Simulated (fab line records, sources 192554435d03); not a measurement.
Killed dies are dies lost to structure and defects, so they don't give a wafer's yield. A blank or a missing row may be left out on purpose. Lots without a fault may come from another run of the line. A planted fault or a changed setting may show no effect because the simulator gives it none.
Which tool did it? | flow n5_finfet | 10 lots, 30 wafers sampled, at 5 steps of a route of 1938

WHAT THE GAUGES READ, wafer by wafer
The record holds no reading of a measuring or inspecting step that can be judged against a usual standard deviation.

WHICH TOOL RAN EACH LOT (tool, then ch and the chambers of the sampled wafers, then the start)
lot  | N5_PASSIVATION_PASS_ETCH_74        | N5_PASSIVATION_DEGAS_18      | N5_PASSIVATION_SPUTTER_20    | N5_PASSIVATION_STRIP_48            | N5_PASSIVATION_PROBE_49
L728 | rie_diel-02 ch 0,2,3, day 12 20:50 | pvd_sputter-03, day 12 21:26 | pvd_sputter-03, day 12 21:31 | rie_diel-05 ch 0,3, day 13 00:56   | prober-02, day 13 03:32
L729 | rie_diel-02 ch 0,1,2, day 13 01:25 | pvd_sputter-01, day 13 02:11 | pvd_sputter-01, day 13 02:16 | rie_diel-05 ch 0,2,3, day 13 06:31 | prober-01, day 13 09:08
L730 | rie_diel-06 ch 0,2,3, day 13 01:56 | pvd_sputter-01, day 13 02:34 | pvd_sputter-01, day 13 02:39 | rie_diel-03 ch 1,2, day 13 06:47   | -
L731 | rie_diel-02 ch 0,1, day 13 05:20   | pvd_sputter-03, day 13 06:13 | pvd_sputter-03, day 13 06:17 | rie_diel-01 ch 0,1,3, day 13 09:25 | -
L741 | rie_diel-06 ch 1,2,3, day 15 13:23 | pvd_sputter-03, day 15 14:05 | pvd_sputter-03, day 15 14:10 | rie_diel-03 ch 0,2,3, day 15 17:25 | -
L740 | rie_diel-02 ch 1,3, day 15 18:45   | pvd_sputter-03, day 15 19:53 | pvd_sputter-03, day 15 19:58 | rie_diel-03 ch 0,1,2, day 15 23:08 | -
L744 | rie_diel-06 ch 1,2,3, day 15 18:49 | pvd_sputter-02, day 15 20:05 | pvd_sputter-02, day 15 20:10 | rie_diel-01 ch 0,2, day 15 23:11   | -
L743 | rie_diel-02 ch 0,2,3, day 15 20:01 | pvd_sputter-02, day 15 21:10 | pvd_sputter-02, day 15 21:15 | rie_diel-03 ch 1,2,3, day 16 00:14 | prober-01, day 16 03:38
L746 | rie_diel-04 ch 0,1,2, day 16 12:44 | pvd_sputter-01, day 16 13:38 | pvd_sputter-01, day 16 13:43 | rie_diel-01 ch 0,2,3, day 16 16:53 | -
L749 | rie_diel-04 ch 0,2,3, day 16 21:03 | pvd_sputter-02, day 16 23:04 | pvd_sputter-02, day 16 23:08 | rie_diel-01 ch 2,3, day 17 02:13   | -
- N5_PASSIVATION_PASS_ETCH_74: etches SiNx in CF4/O2, target depth 220 nm, time 110 s.
- N5_PASSIVATION_DEGAS_18: time 60 s.
- N5_PASSIVATION_SPUTTER_20: material TaN, target thk 50 nm.
- N5_PASSIVATION_STRIP_48: strips in O2.
- N5_PASSIVATION_PROBE_49

WHAT THE TOOLS THEMSELVES READ (means of the sampled wafers that have a number; where no wafer has one, the mark that the record gives instead)
N5_PASSIVATION_PASS_ETCH_74. Usual: drypump_motor_current_A 5.83 A, standard deviation 0.28; oes_ar_750_au 0.79 a.u., standard deviation 0.083; oes_product_au 0.79 a.u., standard deviation 0.09; rf_vpp_V 241.4 V, standard deviation 2.2; showerhead_plenum_p_Torr 2.21 Torr, standard deviation 0.066; throttle_valve_pct 16.06 %, standard deviation 0.28.
lot  | tool        | drypump_motor_current_A (A) | oes_ar_750_au (a.u.) | oes_product_au (a.u.) | rf_vpp_V (V) | showerhead_plenum_p_Torr (Torr) | throttle_valve_pct (%) | flag
L728 | rie_diel-02 | 5.67                        | 0.80                 | 0.81                  | 239.1        | 2.18                            | 15.99                  |
L729 | rie_diel-02 | 5.77                        | 0.72                 | 0.72                  | 240.2        | 2.16                            | 16.19                  |
L730 | rie_diel-06 | 5.93                        | 0.79                 | 0.80                  | 242.5        | 2.22                            | 16.14                  |
L731 | rie_diel-02 | 5.95                        | 0.71                 | 0.70                  | 240.4        | 2.18                            | 16.37                  |
L741 | rie_diel-06 | 5.96                        | 0.77                 | 0.77                  | 244.0        | 2.21                            | 16.06                  |
L740 | rie_diel-02 | 5.69                        | 0.90                 | 0.90                  | 238.9        | 2.21                            | 15.89                  |
L744 | rie_diel-06 | 5.96                        | 0.77                 | 0.78                  | 243.3        | 2.21                            | 16.07                  |
L743 | rie_diel-02 | 5.66                        | 0.78                 | 0.77                  | 239.6        | 2.17                            | 16.04                  |
L746 | rie_diel-04 | 5.96                        | 0.80                 | 0.81                  | 240.7        | 2.24                            | 15.98                  |
L749 | rie_diel-04 | 5.70                        | 0.84                 | 0.84                  | 241.5        | 2.19                            | 15.89                  |

N5_PASSIVATION_DEGAS_18. Usual: heater_power_w 485 W, standard deviation 54.
lot  | tool           | heater_power_w (W) | flag
L728 | pvd_sputter-03 | 492                |
L729 | pvd_sputter-01 | 460                |
L730 | pvd_sputter-01 | 444                |
L731 | pvd_sputter-03 | 435                |
L741 | pvd_sputter-03 | 545                |
L740 | pvd_sputter-03 | 529                |
L744 | pvd_sputter-02 | 513                |
L743 | pvd_sputter-02 | 478                |
L746 | pvd_sputter-01 | 437                |
L749 | pvd_sputter-02 | 501                |

N5_PASSIVATION_SPUTTER_20. Usual: throttle_valve_pct 30.5 %, standard deviation 0.78.
lot  | tool           | throttle_valve_pct (%) | flag
L728 | pvd_sputter-03 | 31.2                   |
L729 | pvd_sputter-01 | 30.1                   |
L730 | pvd_sputter-01 | 29.9                   |
L731 | pvd_sputter-03 | 31.0                   |
L741 | pvd_sputter-03 | 31.1                   |
L740 | pvd_sputter-03 | 31.0                   |
L744 | pvd_sputter-02 | 30.4                   |
L743 | pvd_sputter-02 | 30.0                   |
L746 | pvd_sputter-01 | 30.0                   |
L749 | pvd_sputter-02 | 29.9                   |

N5_PASSIVATION_STRIP_48. Usual: drypump_motor_current_A 5.9 A, standard deviation 0.49; o2_flow_sccm 225.0 sccm, standard deviation 0.72; oes_product_au 0.79 a.u., standard deviation 0.092; rf_vpp_V 3.6 V, standard deviation 2.3; showerhead_plenum_p_Torr 2.10 Torr, standard deviation 0.073; temp_c 59.99 C, standard deviation 0.12; throttle_valve_pct 16.58 %, standard deviation 0.2.
lot  | tool        | drypump_motor_current_A (A) | o2_flow_sccm (sccm) | oes_product_au (a.u.) | rf_vpp_V (V) | showerhead_plenum_p_Torr (Torr) | temp_c (C) | throttle_valve_pct (%) | flag
L728 | rie_diel-05 | 5.3                         | 225.5               | 0.88                  | 2.8          | 2.12                            | 59.92      | 16.60                  |
L729 | rie_diel-05 | 5.6                         | 225.6               | 0.78                  | 5.1          | 2.09                            | 60.08      | 16.71                  |
L730 | rie_diel-03 | 6.0                         | 224.5               | 0.73                  | 3.5          | 2.17                            | 60.02      | 16.62                  |
L731 | rie_diel-01 | 5.6                         | 225.7               | 0.77                  | 3.8          | 2.10                            | 60.02      | 16.36                  |
L741 | rie_diel-03 | 6.4                         | 224.5               | 0.82                  | 3.4          | 2.05                            | 59.83      | 16.65                  |
L740 | rie_diel-03 | 6.2                         | 224.4               | 0.81                  | 4.6          | 2.12                            | 59.21      | 16.55                  | OFF
L744 | rie_diel-01 | 5.4                         | 226.0               | 0.78                  | 2.5          | 2.18                            | 59.96      | 16.42                  |
L743 | rie_diel-03 | 6.2                         | 225.0               | 0.79                  | 4.3          | 2.10                            | 58.96      | 16.58                  | OFF
L746 | rie_diel-01 | 5.3                         | 224.8               | 0.77                  | 4.4          | 2.17                            | 59.93      | 16.41                  |
L749 | rie_diel-01 | 5.3                         | 223.9               | 0.75                  | 4.0          | 2.19                            | 60.11      | 16.57                  |

N5_PASSIVATION_PROBE_49. Usual: defect_limited_yield 91.0 %, standard deviation 1.5; killed_at_M0_to_M3 36, standard deviation 12; killed_at_M4_up 14, standard deviation 5.5; killed_at_contacts 11, standard deviation 4.8; killed_at_front_end 42, standard deviation 12; killed_at_other 3.7, standard deviation 2.7; killed_dies 106, standard deviation 18; killed_open 70, standard deviation 13; killed_short 35, standard deviation 8.2; sort_bin_5_function 5.3 %, standard deviation 1; sort_bin_6_memory 3.3 %, standard deviation 0.69; sort_bin_8_speed 0.00 %, standard deviation 0.007; sort_n_pass 1074, standard deviation 18; sort_yield_pct 91.0 %, standard deviation 1.5.
lot  | tool      | defect_limited_yield (%) | killed_at_M0_to_M3 | killed_at_M4_up | killed_at_contacts | killed_at_front_end | killed_at_other | killed_dies | killed_open | killed_short | sort_bin_5_function (%) | sort_bin_6_memory (%) | sort_bin_8_speed (%) | sort_n_pass | sort_yield_pct (%) | flag
L728 | prober-02 | 91.7                     | 27                 | 19              | 12                 | 38                  | 1.3             | 98          | 65          | 32           | 4.9                     | 3.1                   | 0.00                 | 1082        | 91.7               |
L729 | prober-01 | 89.1                     | 32                 | 15              | 20                 | 57                  | 4.7             | 129         | 83          | 44           | 6.6                     | 3.8                   | 0.00                 | 1051        | 89.1               |
L743 | prober-01 | 91.4                     | 30                 | 22              | 5                  | 42                  | 2.0             | 102         | 61          | 36           | 5.0                     | 3.3                   | 0.00                 | 1078        | 91.4               |

THE ANSWER, worked out from the rows above alone
Rule: a lot is off if the mean of its wafers that have a number lies more than 3 standard deviations from the usual mean. A lot without any number at a reading at which 4 lots or more have one is off too. The other lots that the step has rows for count as sound. The gauges are gone through in route order, then the tools' own readings, and for those a lot's mean is taken as printed above. The first step at which some lot is off is used, and at that step the reading that is off furthest; a lot without a number counts as furthest.
Off: L740, L743, at N5_PASSIVATION_STRIP_48 (temp_c).
A tool fits if, at that step or a process step before it, it ran every lot that is off, and no sound lot after the first of them. Can't be told from this: 2 tools fit, rie_diel-02 at N5_PASSIVATION_PASS_ETCH_74, rie_diel-03 at N5_PASSIVATION_STRIP_48.

WHAT THE SIMULATOR HAD PUT IN
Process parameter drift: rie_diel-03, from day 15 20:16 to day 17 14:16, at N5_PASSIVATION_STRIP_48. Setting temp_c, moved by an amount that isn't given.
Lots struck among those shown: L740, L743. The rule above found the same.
